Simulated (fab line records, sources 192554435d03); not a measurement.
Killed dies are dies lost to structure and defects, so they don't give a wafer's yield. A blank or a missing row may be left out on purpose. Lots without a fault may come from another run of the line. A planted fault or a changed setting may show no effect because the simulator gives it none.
Which tool did it? | flow n5_finfet | 12 lots, 36 wafers sampled, at 3 steps of a route of 1938

WHAT THE GAUGES READ, wafer by wafer
N5_BEOL_M5_INSPECT_30: inspects for defects (brightfield).
lot  | measured     | on                | raw_defect_count
L075 | day 8 10:01  | defect_inspect-02 | 465 384 457
L077 | day 8 17:22  | defect_inspect-02 | 476 533 510
L079 | day 9 05:45  | defect_inspect-02 | 342 307 250
L082 | day 9 21:38  | defect_inspect-02 | 530 474 502
L083 | day 10 06:25 | defect_inspect-01 | 628 596 481
L086 | day 10 16:15 | defect_inspect-02 | 573 405 515
L085 | day 11 10:00 | defect_inspect-01 | 554 475 408
L089 | day 11 13:14 | defect_inspect-02 | 289 377 312
L091 | day 12 12:34 | defect_inspect-01 | 467 483 483
L093 | day 12 19:50 | defect_inspect-01 | 392 416 435
L095 | day 13 08:09 | defect_inspect-01 | 473 452 403
L097 | day 13 17:08 | defect_inspect-01 | 444 486 497

WHICH TOOL RAN EACH LOT (tool, then ch and the chambers of the sampled wafers, then the start)
lot  | N5_BEOL_M5_DESCUM_16               | N5_BEOL_M5_HM_OPEN_17
L075 | rie_diel-05 ch 1,3, day 8 06:57    | rie_metal-02 ch 0, day 8 07:12
L077 | rie_diel-06 ch 0,2,3, day 8 16:28  | rie_metal-02 ch 0,1, day 8 16:43
L079 | rie_diel-05 ch 0,2,3, day 9 03:17  | rie_metal-01 ch 0,1, day 9 03:32
L082 | rie_diel-05 ch 1,3, day 9 20:41    | rie_metal-03 ch 0,1, day 9 20:55
L083 | rie_diel-03 ch 1,3, day 10 05:10   | rie_metal-01 ch 0,1, day 10 05:27
L086 | rie_diel-05 ch 0,3, day 10 14:03   | rie_metal-02 ch 0,1, day 10 14:18
L085 | rie_diel-06 ch 1,2, day 11 05:14   | rie_metal-01 ch 0,1, day 11 05:29
L089 | rie_diel-06 ch 0,1, day 11 12:09   | rie_metal-01 ch 0,1, day 11 12:24
L091 | rie_diel-03 ch 1,2, day 12 11:20   | rie_metal-03 ch 0,1, day 12 11:35
L093 | rie_diel-06 ch 1,2,3, day 12 18:59 | rie_metal-01 ch 0,1, day 12 19:14
L095 | rie_diel-05 ch 0,1,3, day 13 06:54 | rie_metal-03 ch 0,1, day 13 07:09
L097 | rie_diel-05 ch 1,2,3, day 13 16:11 | rie_metal-01 ch 0,1, day 13 16:27
- N5_BEOL_M5_DESCUM_16: chemistry O2, time 7 s.
- N5_BEOL_M5_HM_OPEN_17: chemistry Cl2/BCl3, target TiN, target depth 20 nm, overetch 6 nm.

THE ANSWER, worked out from the rows above alone
Rule: what is usual is taken from the lots themselves. Put in order of their means at a reading, lots are off if they are a third of the lots or fewer, leave a main group of 4 or more, and stand apart from it by a gap of 3 or more times the standard deviation of the main group's means; of several such gaps the widest counts. A main group whose means are all the same, to the digits that the tables above print for the reading, isn't used. A lot without any number at a reading at which 4 lots or more have one is off too. The other lots that the step has rows for count as sound.
No lot is off at any reading shown: from this, nothing can be told.

WHAT THE SIMULATOR HAD PUT IN
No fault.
